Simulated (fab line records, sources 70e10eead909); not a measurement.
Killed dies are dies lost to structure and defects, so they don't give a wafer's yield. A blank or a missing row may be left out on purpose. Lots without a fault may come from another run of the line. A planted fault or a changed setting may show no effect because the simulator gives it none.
Chamber matching | flow nand_harc | NHARC_A_CONTACT_DESCUM_74 on rie_diel-12: 4 sister chambers
The step chemistry O2, time 3 s. 8 wafers are shown with their chamber, then 11 later ones without.

WAFERS WITH THEIR CHAMBER
wafer  | chamber | showerhead_plenum_p_Torr (Torr) | drypump_motor_current_A (A)
L084.2 | 0       | 1.89                            | 5.4
L084.4 | 3       | 2.00                            | 5.2
L085.1 | 1       | 1.98                            | 6.2
L085.5 | 2       | 2.04                            | 6.3
L093.2 | 2       | 2.03                            | 6.2
L093.4 | 0       | 1.88                            | 5.4
L093.6 | 1       | 1.97                            | 6.2
L088.3 | 3       | 2.00                            | 5.2

WAFERS WITHOUT THEIR CHAMBER
wafer  | showerhead_plenum_p_Torr (Torr) | drypump_motor_current_A (A)
L088.4 | 1.88                            | 5.3
L088.6 | 1.88                            | 5.4
L096.1 | 1.88                            | 5.4
L096.3 | 2.00                            | 5.3
L096.5 | 2.00                            | 5.3
L094.1 | 2.03                            | 6.3
L094.2 | 1.88                            | 5.3
L094.5 | 2.03                            | 6.3
L095.2 | 1.88                            | 5.3
L095.4 | 2.00                            | 5.2
L095.6 | 1.88                            | 5.3

WHICH CHAMBER EACH WENT THROUGH
wafer  | from the rows above | in truth
L088.4 | 0                   | 0
L088.6 | 0                   | 0
L096.1 | 0                   | 0
L096.3 | 3                   | 3
L096.5 | 3                   | 3
L094.1 | 2                   | 2
L094.2 | 0                   | 0
L094.5 | 2                   | 2
L095.2 | 0                   | 0
L095.4 | 3                   | 3
L095.6 | 0                   | 0
Placed correctly: 11 of 11. Can't be placed from these rows: 0. Placed wrongly: 0.
How it was worked out, from the rows above alone: a wafer's distance from a chamber is the root of the sum, over the readings, of the square of ((its reading less the chamber's mean) divided by the reading's scatter). The wafer belongs to the nearest chamber; if the next one is less than 2 further off, it can't be placed. A chamber's mean is the mean of its shown wafers. The scatter: the root of (the sum of the squares of (reading less its chamber's mean) over the shown wafers, divided by (wafers less chambers)).
